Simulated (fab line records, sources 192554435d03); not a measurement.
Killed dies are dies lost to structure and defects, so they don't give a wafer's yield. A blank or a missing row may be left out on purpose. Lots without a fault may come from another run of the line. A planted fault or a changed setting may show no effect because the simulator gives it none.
Chamber matching | flow n5_finfet | N5_BEOL_M5_DEP_56 on pecvd-03: 3 sister chambers
The step deposits SiCN from 3MS/NH3, target thk 8 nm, time 14 s. 3 wafers are shown with their chamber, then 9 later ones without.

WAFERS WITH THEIR CHAMBER
wafer  | chamber | throttle_valve_pct (%)
L080.2 | 2       | 8.4
L086.3 | 0       | 9.1
L086.5 | 1       | 9.7

WAFERS WITHOUT THEIR CHAMBER
wafer  | throttle_valve_pct (%)
L090.3 | 9.0
L090.4 | 9.6
L090.5 | 9.1
L091.1 | 8.9
L091.2 | 8.4
L091.5 | 8.7
L096.2 | 10.0
L096.3 | 9.6
L096.4 | 9.2

WHICH CHAMBER EACH WENT THROUGH
wafer  | from the rows above     | in truth
L090.3 | 0                       | 0
L090.4 | 1                       | 1
L090.5 | 0                       | 0
L091.1 | can't be placed: 0 or 2 | 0
L091.2 | 2                       | 2
L091.5 | can't be placed: 2 or 0 | 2
L096.2 | 1                       | 1
L096.3 | 1                       | 1
L096.4 | 0                       | 0
Placed correctly: 7 of 9. Can't be placed from these rows: 2 (the true chamber is among the candidates in 2). Placed wrongly: 0.
How it was worked out, from the rows above alone: a wafer's distance from a chamber is the root of the sum, over the readings, of the square of ((its reading less the chamber's mean) divided by the reading's scatter). The wafer belongs to the nearest chamber; if the next one is less than 2 further off, it can't be placed. A chamber's mean is the mean of its shown wafers. The scatter: with one shown wafer a chamber, the root of the mean of the squares of how far each hidden wafer lies from its nearest shown one.
